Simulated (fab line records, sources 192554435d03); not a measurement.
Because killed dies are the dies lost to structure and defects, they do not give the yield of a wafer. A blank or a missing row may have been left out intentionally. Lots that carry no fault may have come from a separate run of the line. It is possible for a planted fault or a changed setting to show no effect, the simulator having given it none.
Which tool did it? :: flow n5Finfet :: 10 lots (30 wafers sampled), 1 step of a 1938-step route

## WHAT THE GAUGES SHOWED, per wafer
N5_HKMG_FIN_CD_MEAS_12: the cd target is 92.8 nm.
lot: L982
measured: day 4 07:19
on: cdSem-03
cdNm (nm): 92.3 92.3 92.0

lot: L984
measured: day 4 18:57
on: cdSem-01
cdNm (nm): 93.6 92.3 93.3

lot: L985
measured: day 5 02:46
on: cdSem-02
cdNm (nm): 93.7 93.2 92.6

lot: L986
measured: day 5 08:50
on: cdSem-03
cdNm (nm): 93.4 92.4 93.0

lot: L987
measured: day 5 17:13
on: cdSem-02
cdNm (nm): 93.5 92.8 91.9

lot: L995
measured: day 7 13:40
on: cdSem-01
cdNm (nm): 92.9 93.1 91.8

lot: L996
measured: day 7 23:10
on: cdSem-03
cdNm (nm): 93.3 92.8 93.3

lot: L102
measured: day 9 12:26
on: cdSem-02
cdNm (nm): 93.3 92.4 92.7

lot: L103
measured: day 9 16:00
on: cdSem-01
cdNm (nm): 92.8 92.3 92.5

lot: L104
measured: day 9 23:05
on: cdSem-01
cdNm (nm): 93.7 93.5 93.9

## WHICH TOOL RAN EACH LOT (tool, then ch and the chambers of the sampled wafers, then the start)
Before these readings, the record contains no process step.

## THE ANSWER, worked out from the rows above alone
Rule: what is usual is taken from the lots themselves. Put in order of their means at a reading, lots are off if they are a third of the lots or fewer, leave a main group of 4 or more, and stand apart from it by a gap of 3 or more times the standard deviation of the main group's means; of several such gaps the widest counts. If all means in a main group match to the digits the tables above print for the reading, that group is not used. Also off: a lot with no number at a reading for which 4 or more lots have one. The other lots that the step has rows for count as sound.
Nothing can be told from this: no lot is off at any reading shown.

## WHAT HAD BEEN PUT IN BY THE SIMULATOR
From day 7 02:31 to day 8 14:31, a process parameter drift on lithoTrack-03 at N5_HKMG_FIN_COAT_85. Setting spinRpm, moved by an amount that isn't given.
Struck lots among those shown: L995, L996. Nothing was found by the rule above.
